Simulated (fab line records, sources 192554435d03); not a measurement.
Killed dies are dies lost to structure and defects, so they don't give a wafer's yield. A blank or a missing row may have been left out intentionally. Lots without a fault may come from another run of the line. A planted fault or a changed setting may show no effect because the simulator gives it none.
Split-lot experiment + flow n5 finfet + 39 wafers read across 7 lots, on a route 1938 steps long

== ABOUT THE SPLIT ==
At N5_PASSIVATION_ETCH_54 (etches SiO2 in CHF3/O2, target depth 880 nm, time 440 s), the setting time s was moved away from the recipe's 440 s on 18 of the 39 wafers read, by -51.4% to +48.9%. All remaining wafers had this setting at the recipe value.

Reading taken at the split's own step.

== THE READING ==
etch.depth nm (the simulator's own value, which no gauge read), in nm, at N5_PASSIVATION_ETCH_54 (etches SiO2 in CHF3/O2, target depth 880 nm, time 440 s). There is no usual value for it anywhere in the file. Here, 21 wafers ran the recipe; their average is 874.6 nm with a standard deviation of 11 nm.

| wafer  | tool, chamber at the split | time s as run, s | against the recipe | etch.depth nm, nm | against lot-mates on the recipe |
|--------|----------------------------|------------------|--------------------|-------------------|---------------------------------|
| L075.1 | rie diel-02, 3             | 440              | recipe             | 870.9             | -                               |
| L075.2 | rie diel-02, 0             | 532.7            | +21.1%             | 1014              | +149.0                          |
| L075.3 | rie diel-02, 2             | 440              | recipe             | 862.2             | -                               |
| L075.4 | rie diel-02, 1             | 440              | recipe             | 861.9             | -                               |
| L075.5 | rie diel-02, 1             | 532.7            | +21.1%             | 1047              | +182.0                          |
| L075.6 | rie diel-02, 2             | 532.7            | +21.1%             | 1043              | +178.0                          |
| L080.1 | rie diel-06, 2             | 440              | recipe             | 890.4             | -                               |
| L080.3 | rie diel-06, 0             | 440              | recipe             | 880.5             | -                               |
| L080.5 | rie diel-06, 0             | 440              | recipe             | 876.7             | -                               |
| L079.1 | rie diel-06, 0             | 440              | recipe             | 879.9             | -                               |
| L079.2 | rie diel-06, 3             | 213.9            | -51.4%             | 420.8             | -450.6                          |
| L079.3 | rie diel-06, 2             | 213.9            | -51.4%             | 427.3             | -444.1                          |
| L079.4 | rie diel-06, 1             | 440              | recipe             | 867.5             | -                               |
| L079.5 | rie diel-06, 2             | 213.9            | -51.4%             | 429.9             | -441.5                          |
| L079.6 | rie diel-06, 3             | 440              | recipe             | 866.8             | -                               |
| L085.1 | rie diel-06, 1             | 514.5            | +16.9%             | 1006              | +126.6                          |
| L085.2 | rie diel-06, 3             | 514.5            | +16.9%             | 1007              | +127.6                          |
| L085.3 | rie diel-06, 0             | 440              | recipe             | 882               | -                               |
| L085.4 | rie diel-06, 2             | 440              | recipe             | 881.6             | -                               |
| L085.5 | rie diel-06, 1             | 514.5            | +16.9%             | 1013              | +133.6                          |
| L085.6 | rie diel-06, 2             | 440              | recipe             | 874.7             | -                               |
| L086.1 | rie diel-05, 3             | 440              | recipe             | 894.9             | -                               |
| L086.2 | rie diel-05, 2             | 607.1            | +38.0%             | 1219              | +326.0                          |
| L086.3 | rie diel-05, 0             | 607.1            | +38.0%             | 1223              | +330.0                          |
| L086.4 | rie diel-05, 0             | 440              | recipe             | 889.1             | -                               |
| L086.5 | rie diel-05, 3             | 440              | recipe             | 895               | -                               |
| L086.6 | rie diel-05, 2             | 607.1            | +38.0%             | 1215              | +322.0                          |
| L090.1 | rie diel-02, 3             | 655.3            | +48.9%             | 1323              | +460.2                          |
| L090.2 | rie diel-02, 1             | 440              | recipe             | 856.4             | -                               |
| L090.3 | rie diel-02, 2             | 655.3            | +48.9%             | 1277              | +414.2                          |
| L090.4 | rie diel-02, 0             | 655.3            | +48.9%             | 1309              | +446.2                          |
| L090.5 | rie diel-02, 2             | 440              | recipe             | 871.2             | -                               |
| L090.6 | rie diel-02, 1             | 440              | recipe             | 860.9             | -                               |
| L092.1 | rie diel-06, 1             | 440              | recipe             | 865.3             | -                               |
| L092.2 | rie diel-06, 0             | 440              | recipe             | 876.9             | -                               |
| L092.3 | rie diel-06, 3             | 647.5            | +47.2%             | 1266              | +398.3                          |
| L092.4 | rie diel-06, 3             | 440              | recipe             | 861               | -                               |
| L092.5 | rie diel-06, 0             | 647.5            | +47.2%             | 1292              | +424.3                          |
| L092.6 | rie diel-06, 1             | 647.5            | +47.2%             | 1270              | +402.3                          |

FIT RESULTS
A straight line over all 39 wafers: etch.depth nm changes by +8.69 nm for each +1% of time s; r = +1.00; the points scatter about the line by 14 nm.
The same after taking each lot's own level away (the mean of its wafers on the recipe; 39 wafers): +8.7 nm for each +1%; r = +1.00; scatter 12 nm.
The reading moves by 4.5e+02 nm for the largest change in time s, on that fit.
The span of the lots' own levels, 862.83 to 893.00 nm, comes to 2.7 times the standard deviation stated above.
Consequently the slope shifts little with the lot-to-lot level, the two slopes agreeing.
Check: -448 nm against its lot-mates is what the line predicts for one of the wafers moved furthest among these (-51.4%) when that wafer is left out of the fit. Against them it came out at -451 nm.

== OTHER SPLITS APPLIED TO THESE WAFERS ==
Note: prior to the reading, these wafers also went through further splits. Each is held against what the fit with the lots' levels taken away leaves over:
| other split on the same wafers            | wafers away from the commonest value | r with etch.depth nm (lot level and that fit taken away) |
|-------------------------------------------|--------------------------------------|----------------------------------------------------------|
| N5_BEOL_M15_TRENCH_ETCH_34 target depth a | 9                                    | +0.08                                                    |

== THE WHOLE CHAIN: every reading that the file lists as answering this split, in the file's order ==
| step                   | what it does                                            | reading                                                                       | change (the file's fit)              | r (the file's) |
|------------------------|---------------------------------------------------------|-------------------------------------------------------------------------------|--------------------------------------|----------------|
| N5_PASSIVATION_ETCH_54 | etches SiO2 in CHF3/O2, target depth 880 nm, time 440 s | PASSIVATION.feature depth nm (the simulator's own value, which no gauge read) | +8.68 nm for each +1% of the setting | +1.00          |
| N5_PASSIVATION_ETCH_54 | etches SiO2 in CHF3/O2, target depth 880 nm, time 440 s | etch.depth nm (the simulator's own value, which no gauge read)                | +8.68 nm for each +1% of the setting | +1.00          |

== THE FILE'S OWN FIT ==
etch.depth nm changes by +8.68 nm for each +1% of time s, r = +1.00.
